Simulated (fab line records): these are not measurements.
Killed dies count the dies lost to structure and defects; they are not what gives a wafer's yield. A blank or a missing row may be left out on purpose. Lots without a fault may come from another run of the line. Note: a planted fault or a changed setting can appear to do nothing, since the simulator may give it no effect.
Problem report, 8D (eight disciplines) form, completed by code | flow nand harc | the parts of the form that need people (team, actions taken, sign-off) are left out

1. THE PROBLEM
NHARC_THIN_TSV_ETCH_36, run length s: mean 35.0 s over 1 wafer from 1 lot; wafers with no fault: 39.7 s, standard deviation 0.53. Relative to the usual mean, that is a shift of -8.9 standard deviations.
The step: etches the open film in Cl2/BCl3, target depth 65 nm, time 18.571 s.
Earliest sighting: wafer L146.2 on rie metal-02 at day 22 09:07. At this step, 36 wafers from 12 lots have a number in the record. Rule for "out", or "out of limits": more than 4 standard deviations from the usual mean. Any other wafer with a number is counted as sound.

2. WHAT THIS IS AND IS NOT
question                    | is                | is not
which readings at this step | run length s      | drypump motor current A, oes product au
which lots                  | L146              | L132, L133, L134, L135, L136, L137, L138, L141, L149, L152, L153
which wafers of those lots  | L146.2            | L146.5, L146.6
read on which tools         | rie metal-02      | rie metal-01, rie metal-03
when                        | from day 22 09:07 | up to then (26 sound wafers); but 9 sound wafers of L149, L152, L153 came after

3. WHAT RULES OUT EACH SUSPECT
Counting: a tool at a process step up to the reading stays a suspect if it ran every lot that is out. Sound lots after the first of them don't rule it out here, since some wafers of a struck lot are sound.
- rie si-06 at NHARC_THIN_TSV_ETCH_15 (target depth 3000 nm, bosch target overetch cycles 2, bosch etch step 2.8 s): kept. The lot that is out, L146, ran on it at day 22 03:30; the last sound lot it ran before that was L138, at day 20 05:40.
- cmp-04 at NHARC_THIN_TSV_CMP_21 (polishes, t overpolish 30 s, target thk 2000 nm): kept. The lot that is out, L146, ran on it at day 22 07:01; the last sound lot it ran before that was L138, at day 20 09:19.
- rie metal-02 at NHARC_THIN_TSV_ETCH_59 (etches the open film in Cl2/BCl3, target depth 880 nm, time 138.1 s): kept. The lot that is out, L146, ran on it at day 22 08:51; the last sound lot it ran before that was L138, at day 20 11:04.
- rie metal-02 at NHARC_THIN_TSV_ETCH_36 (etches the open film in Cl2/BCl3, target depth 65 nm, time 18.571 s): kept. The lot that is out, L146, ran on it at day 22 09:07; the last sound lot it ran before that was L138, at day 20 11:20. Its own run length s readings are out on those wafers.
- rie si-06, NHARC_THIN_TSV_ETCH_15: wafers that are out in chamber 1, sound lot-mates in chambers 0, 3.
- cmp-04, NHARC_THIN_TSV_CMP_21: wafers that are out in chamber 0, sound lot-mates in chambers 2, 3.
Left after counting: rie si-06 at NHARC_THIN_TSV_ETCH_15, cmp-04 at NHARC_THIN_TSV_CMP_21, rie metal-02 at NHARC_THIN_TSV_ETCH_59, rie metal-02 at NHARC_THIN_TSV_ETCH_36.

4. THE CAUSE (what the simulator had put in)
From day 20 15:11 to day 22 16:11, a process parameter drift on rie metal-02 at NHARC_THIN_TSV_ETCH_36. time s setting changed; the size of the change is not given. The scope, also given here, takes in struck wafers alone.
Counting left 4 suspects, and this tool is among them.

5. SEQUENCE OF EFFECTS, ordered by route
One row per reading whose mean, taken over the struck wafers that have a number, lies over 3 standard deviations from the usual. Readings are gone through only where the record gives a usual standard deviation; hours: the median, over the lots, of the time from a lot's start at the first step in this table giving one to that lot's start at this step; sigmas: the change measured in usual standard deviations.
hours | step                   | reading      | usual  | on struck wafers | change | sigmas
0     | NHARC_THIN_TSV_ETCH_36 | run length s | 39.7 s | 35.0             | -4.7   | -8.9
Its process steps:
- NHARC_THIN_TSV_ETCH_36: etches the open film in Cl2/BCl3, target depth 65 nm, time 18.571 s.
At these later measuring or inspecting steps, every struck wafer for which the step has a row has a number for every such reading, and none has moved that far: NHARC_END_SORT_01.

6. WHAT WOULD HAVE CAUGHT IT SOONER
The fault began at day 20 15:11; the first out-of-limits reading in this record came at day 22 09:07, 42 hours later.
